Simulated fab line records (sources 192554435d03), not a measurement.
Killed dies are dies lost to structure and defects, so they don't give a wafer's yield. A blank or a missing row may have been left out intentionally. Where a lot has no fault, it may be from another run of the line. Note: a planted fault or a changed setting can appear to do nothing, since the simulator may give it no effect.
Lot-split experiment -- flow n5-finfet -- 7 lots, 39 wafers read, on a route of 1938 steps

## ABOUT THE SPLIT
At N5_BEOL_M12_TRENCH_ETCH_34 (etches SiOC in C4F8/O2/Ar, target depth 318.95 nm, time 125.5 s), the setting time-s was moved away from the recipe's 125.5 s on 9 of the 39 wafers read, by +17.7% to +36.7%. All remaining wafers had this setting at the recipe value.

## FROM THE SPLIT TO THE READING: what the file shows between them, 10 steps
- N5_BEOL_M12_STRIP_70: strips in C4F8/O2/Ar
- N5_BEOL_M12_OCD_MEAS_35
- N5_BEOL_M12_STRIP_37: strips in N2/H2
- N5_BEOL_M12_ETCH_38: etches SiCN in CF4/N2, target depth 68.7 nm, time 73.4 s
- N5_BEOL_M12_ECD_47: material Cu, target thk 720 nm
- N5_BEOL_M12_ANNEAL_48: time 90 s
- N5_BEOL_M12_CMP_49: polishes, stops on SiOC, t overpolish 20.6 s, target thk 320 nm
- N5_BEOL_M12_THK_MEAS_50: measures by xrf
- N5_BEOL_M12_PRE_CLEAN_52: time 15 s
- N5_BEOL_M12_DEP_53: deposits SiCN from 3MS/NH3, target thk 30 nm, time 10.5 s

## THE READING
M12_RS in ohm/sq, measured at N5_BEOL_M12_RS_MEAS_54 by four-point-probe. On this fab line, fault-free wafers typically give 0.0601 ohm/sq with a standard deviation of 0.0007 ohm/sq.

wafer,"tool, chamber at the split","time-s as run, s",against the recipe,"M12_RS, ohm/sq",against lot-mates on the recipe
L077.1,"rie-diel-05, 3",147.7,+17.7%,0.0510,-0.0095
L077.2,"rie-diel-05, 1",125.5,recipe,0.0606,-
L077.3,"rie-diel-05, 2",125.5,recipe,0.0595,-
L077.4,"rie-diel-05, 0",147.7,+17.7%,0.0509,-0.0096
L077.5,"rie-diel-05, 1",125.5,recipe,0.0613,-
L077.6,"rie-diel-05, 2",147.7,+17.7%,0.0515,-0.0090
L078.1,"rie-diel-03, 2",125.5,recipe,0.0611,-
L078.2,"rie-diel-03, 1",125.5,recipe,0.0607,-
L078.3,"rie-diel-03, 3",125.5,recipe,0.0603,-
L078.4,"rie-diel-03, 0",125.5,recipe,0.0600,-
L078.5,"rie-diel-03, 1",125.5,recipe,0.0598,-
L078.6,"rie-diel-03, 2",125.5,recipe,0.0612,-
L081.1,"rie-diel-01, 2",125.5,recipe,0.0597,-
L081.2,"rie-diel-01, 1",125.5,recipe,0.0599,-
L081.3,"rie-diel-01, 3",125.5,recipe,0.0599,-
L081.4,"rie-diel-01, 0",125.5,recipe,0.0598,-
L081.5,"rie-diel-01, 1",125.5,recipe,0.0605,-
L081.6,"rie-diel-01, 0",125.5,recipe,0.0598,-
L085.1,"rie-diel-01, 2",125.5,recipe,0.0604,-
L085.2,"rie-diel-01, 1",125.5,recipe,0.0599,-
L085.4,"rie-diel-01, 3",125.5,recipe,0.0597,-
L086.1,"rie-diel-01, 2",147.9,+17.8%,0.0499,-0.0101
L086.2,"rie-diel-01, 1",125.5,recipe,0.0601,-
L086.3,"rie-diel-01, 3",147.9,+17.8%,0.0503,-0.0097
L086.4,"rie-diel-01, 2",125.5,recipe,0.0595,-
L086.5,"rie-diel-01, 3",147.9,+17.8%,0.0505,-0.0095
L086.6,"rie-diel-01, 1",125.5,recipe,0.0604,-
L095.1,"rie-diel-03, 2",171.6,+36.7%,0.0442,-0.0158
L095.2,"rie-diel-03, 0",171.6,+36.7%,0.0435,-0.0165
L095.3,"rie-diel-03, 3",125.5,recipe,0.0595,-
L095.4,"rie-diel-03, 1",125.5,recipe,0.0604,-
L095.5,"rie-diel-03, 1",125.5,recipe,0.0600,-
L095.6,"rie-diel-03, 0",171.6,+36.7%,0.0435,-0.0165
L096.1,"rie-diel-05, 3",125.5,recipe,0.0609,-
L096.2,"rie-diel-05, 1",125.5,recipe,0.0605,-
L096.3,"rie-diel-05, 2",125.5,recipe,0.0611,-
L096.4,"rie-diel-05, 0",125.5,recipe,0.0605,-
L096.5,"rie-diel-05, 1",125.5,recipe,0.0604,-
L096.6,"rie-diel-05, 2",125.5,recipe,0.0611,-

THE FIT
A straight line over all 39 wafers: M12_RS changes by -0.000475 ohm/sq for each +1% of time-s; r = -0.99; the points scatter about the line by 0.00074 ohm/sq.
The same after taking each lot's own level away (the mean of its wafers on the recipe; 39 wafers): -0.000468 ohm/sq for each +1%; r = -0.99; scatter 0.00069 ohm/sq.
The reading moves by 0.017 ohm/sq for the largest change in time-s, on that fit.
Across the lots, their own levels run from 0.05993 to 0.06075 ohm/sq, a range of 1.2 times the standard deviation given above.
The two slopes agree, so the slope changes little with the lot-to-lot level.
Check: for one of the wafers moved furthest among these (+36.7%), held out of the fit, the line's prediction against its lot-mates is -0.0178 ohm/sq. Against them it came out at -0.0158 ohm/sq.

## THE WHOLE CHAIN: every reading that the file lists as answering this split, in the file's order
step,what it does,reading,change (the file's fit),r (the file's)
N5_BEOL_M12_TRENCH_ETCH_34,"etches SiOC in C4F8/O2/Ar, target depth 318.95 nm, time 125.5 s","etch.depth-nm (the simulator's own value, which no gauge read)",+3.12 nm for each +1% of the setting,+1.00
N5_BEOL_M12_OCD_MEAS_35,,trench-depth-nm,+3.12 nm for each +1% of the setting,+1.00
N5_BEOL_M12_CMP_49,"polishes, stops on SiOC, t overpolish 20.6 s, target thk 320 nm","Cu_of_BEOL_M12_ECD_47.thk-nm (the simulator's own value, which no gauge read)",+3.15 nm for each +1% of the setting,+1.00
N5_BEOL_M12_THK_MEAS_50,measures by xrf,M12_THK,+3.18 for each +1% of the setting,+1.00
N5_BEOL_M12_RS_MEAS_54,measures by four-point-probe,M12_RS,-0.000471 for each +1% of the setting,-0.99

## FILE'S OWN FIT
M12_RS changes by -0.000471 ohm/sq for each +1% of time-s, r = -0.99.
